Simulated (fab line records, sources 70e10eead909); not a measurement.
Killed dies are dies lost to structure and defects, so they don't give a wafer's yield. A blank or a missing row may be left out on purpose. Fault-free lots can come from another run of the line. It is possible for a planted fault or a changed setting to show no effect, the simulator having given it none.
Which tool was responsible?	flow nandHarc	12 lots, 36 wafers sampled, at 6 steps of a route of 1302

WHAT THE GAUGES SHOWED, per wafer
NHARC_P_STI_INSPECT_25.
lot	measured	on	rawDefectCount
L810	day 4 00:35	defectInspect-02	163 147 157
L811	day 4 12:35	defectInspect-01	264 223 384
L813	day 5 02:43	defectInspect-02	237 157 272
L812	day 5 02:43	defectInspect-01	194 225 178
L816	day 6 08:40	defectInspect-02	191 175 94
L817	day 6 22:17	defectInspect-02	202 174 208
L820	day 8 04:25	defectInspect-01	112 102 92
L821	day 8 13:28	defectInspect-01	171 139 142
L823	day 9 09:30	defectInspect-02	286 196 497
L830	day 12 14:29	defectInspect-01	123 97 107
L831	day 12 14:29	defectInspect-02	186 163 185
L833	day 13 11:23	defectInspect-02	240 264 125

NHARC_P_GATE_CD_MEAS_26: the cd target is 120 nm.
lot	measured	on	cdNm (nm)
L810	day 5 01:41	cdSem-01	119.7 120.0 120.0
L811	day 5 12:02	cdSem-03	120.4 119.7 120.4
L813	day 6 02:20	cdSem-02	119.5 120.0 119.5
L812	day 6 02:02	cdSem-01	119.7 120.9 120.2
L816	day 7 05:59	cdSem-03	120.3 119.1 119.9
L817	day 7 20:38	cdSem-02	119.4 118.8 119.9
L820	day 9 12:45	cdSem-01	120.9 119.9 119.9
L821	day 9 18:59	cdSem-03	120.5 120.4 120.3
L823	day 10 11:37	cdSem-03	120.6 119.3 120.1
L830	day 13 13:05	cdSem-01	136.4 137.1 136.3
L831	day 13 13:43	cdSem-01	136.3 137.3 137.5
L833	day 14 12:34	cdSem-03	121.0 119.9 118.8

NHARC_END_SORT_01.
lot	measured	on	killedAtArray	killedAtOther	killedAtPeriphery	killedDies	killedOpen	killedShort
L830	day 32 21:43	prober-02	46 41 46	0 0 0	24 78 65	70 119 111	1 1 2	3 3 1
L831	day 32 19:23	prober-01	75 66 53	1 1 1	79 73 96	155 140 150	2 4 3	5 2 3

WHAT TOOL EACH LOT RAN ON (gives the tool, then ch and the chambers of the sampled wafers, and finally the start)
lot	NHARC_P_GATE_PEB_24	NHARC_P_GATE_DESCUM_31	NHARC_P_GATE_ALD_36
L810	lithoTrack-01 ch 0, day 5 01:37	rieDiel-03 ch 1,2,3, day 5 01:53	aldSin-03 ch 2,3, day 5 04:11
L811	lithoTrack-01 ch 0, day 5 11:58	rieDiel-06 ch 0,2, day 5 12:14	aldSin-02 ch 0,1,2, day 5 15:35
L813	lithoTrack-06 ch 0, day 6 02:16	rieDiel-06 ch 0,1,3, day 6 02:33	aldSin-03 ch 1,2, day 6 05:14
L812	lithoTrack-06 ch 0, day 6 01:58	rieDiel-03 ch 1,3, day 6 02:14	aldSin-01 ch 2,3, day 6 03:29
L816	lithoTrack-06 ch 0, day 7 05:53	rieDiel-10 ch 0,2,3, day 7 06:10	aldSin-03 ch 0,1,3, day 7 09:32
L817	lithoTrack-04 ch 0, day 7 20:33	rieDiel-10 ch 0,2,3, day 7 20:50	aldSin-02 ch 0,1,2, day 8 00:14
L820	lithoTrack-06 ch 0, day 9 12:40	rieDiel-10 ch 0,1, day 9 12:56	aldSin-02 ch 0,3, day 9 15:14
L821	lithoTrack-01 ch 0, day 9 18:55	rieDiel-06 ch 0,2, day 9 19:11	aldSin-01 ch 1,2,3, day 9 21:29
L823	lithoTrack-06 ch 0, day 10 11:32	rieDiel-03 ch 0,1,2, day 10 11:49	aldSin-02 ch 0,1,2, day 10 14:07
L830	lithoTrack-06 ch 0, day 13 13:00	rieDiel-10 ch 1,2, day 13 13:16	aldSin-01 ch 0,1,2, day 13 15:35
L831	lithoTrack-06 ch 0, day 13 13:38	rieDiel-06 ch 0,2, day 13 13:54	aldSin-03 ch 0,2, day 13 16:13
L833	lithoTrack-01 ch 0, day 14 12:29	rieDiel-06 ch 0,1,2, day 14 12:46	aldSin-01 ch 0,1,2, day 14 14:01
- NHARC_P_GATE_PEB_24: peb time 65 s.
- NHARC_P_GATE_DESCUM_31: chemistry O2, time 3 s.
- NHARC_P_GATE_ALD_36: deposits SiNx, target thk 20 nm, pulse time 60 s, ald cycles 223.

AS READ BY THE TOOLS THEMSELVES (means over the sampled wafers that have a number; for cases with no such wafer, the mark the record gives instead)
NHARC_P_GATE_PEB_24.
lot	tool	heaterPowerTotalW (W)	plateTempC (C)	resistLineTempC (C)
L810	lithoTrack-01	156.5	99.86	22.83
L811	lithoTrack-01	156.7	99.94	23.02
L813	lithoTrack-06	156.1	100.17	23.04
L812	lithoTrack-06	156.5	100.09	23.08
L816	lithoTrack-06	156.5	100.09	23.01
L817	lithoTrack-04	156.8	100.07	23.05
L820	lithoTrack-06	156.9	100.03	22.99
L821	lithoTrack-01	156.6	100.01	23.02
L823	lithoTrack-06	156.4	99.90	22.92
L830	lithoTrack-06	147.6	95.70	23.06
L831	lithoTrack-06	147.6	95.90	22.93
L833	lithoTrack-01	156.2	100.02	23.16

NHARC_P_GATE_DESCUM_31.
lot	tool	drypumpMotorCurrentA (A)	oesProductAu (a.u.)	rfVppV (V)	showerheadPlenumPTorr (Torr)	throttleValvePct (%)
L810	rieDiel-03	5.3	0.996	58.0	1.99	11.312
L811	rieDiel-06	5.6	0.992	58.5	1.86	11.314
L813	rieDiel-06	5.8	1.009	57.5	1.90	11.306
L812	rieDiel-03	5.3	0.995	58.5	1.98	11.312
L816	rieDiel-10	5.9	0.995	57.6	1.99	11.310
L817	rieDiel-10	5.9	0.996	58.6	1.99	11.305
L820	rieDiel-10	6.0	1.004	58.0	1.88	11.315
L821	rieDiel-06	5.8	1.002	58.4	1.83	11.311
L823	rieDiel-03	5.4	0.994	58.0	2.00	11.307
L830	rieDiel-10	5.8	1.002	58.1	1.86	11.313
L831	rieDiel-06	5.6	0.992	58.2	1.85	11.307
L833	rieDiel-06	5.9	0.996	58.2	1.88	11.318

NHARC_P_GATE_ALD_36.
lot	tool	heaterPowerW (W)	precursorPulseHeightRel
L810	aldSin-03	885	0.993
L811	aldSin-02	763	0.999
L813	aldSin-03	881	0.995
L812	aldSin-01	848	0.980
L816	aldSin-03	863	1.005
L817	aldSin-02	759	1.005
L820	aldSin-02	745	0.988
L821	aldSin-01	802	0.994
L823	aldSin-02	773	0.996
L830	aldSin-01	837	0.996
L831	aldSin-03	821	0.988
L833	aldSin-01	843	0.979

THE ANSWER, worked out from the rows above alone
Rule: usual is defined by the lots themselves. The widest of any qualifying gaps counts: lots, ordered by their means at a reading, are off when they make up no more than a third of the lots, leave a main group of 4 or more, and stand apart from it by 3 or more times the standard deviation of that group's means. Not used: any main group whose means are identical at the precision the tables above print for the reading. A lot without any number at a reading at which 4 lots or more have one is off too. The other lots that the step has rows for count as sound. Order of review: gauges by route order, followed by the tools' own readings, for which a lot's mean as printed above is used. The first step at which some lot is off is used, and at that step the reading that is off furthest; a lot without a number counts as furthest.
Off at NHARC_P_GATE_CD_MEAS_26 (cdNm): L830, L831. For the main group the mean is 120.0 nm and the standard deviation 0.3.
If a tool, at a process step before that reading, ran all the lots that are off and no sound lot after the first of them, it fits. The gauges at NHARC_P_GATE_CD_MEAS_26 aren't tried: what is off there is off at NHARC_P_GATE_PEB_24 too, on other tools, and a gauge's error can't cause that. One fits: NHARC_P_GATE_PEB_24 on lithoTrack-06. Its last sound lot is L823 (day 10 11:32), its first lot that is off L830 (day 13 13:00): a fault that began between those two fits.
The tool's own readings at NHARC_P_GATE_PEB_24 bear it out: on the lots that are off they differ by more than 5 times the standard deviation of the sound lots' means. heaterPowerTotalW reads 147.6 W there against 156.5 W on the sound lots; plateTempC reads 95.80 C there against 100.02 C on the sound lots.

WHAT HAD BEEN PUT IN BY THE SIMULATOR
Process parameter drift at NHARC_P_GATE_PEB_24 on lithoTrack-06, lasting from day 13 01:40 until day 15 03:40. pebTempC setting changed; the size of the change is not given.
Struck lots among those shown: L830, L831. The rule above reached the same finding.
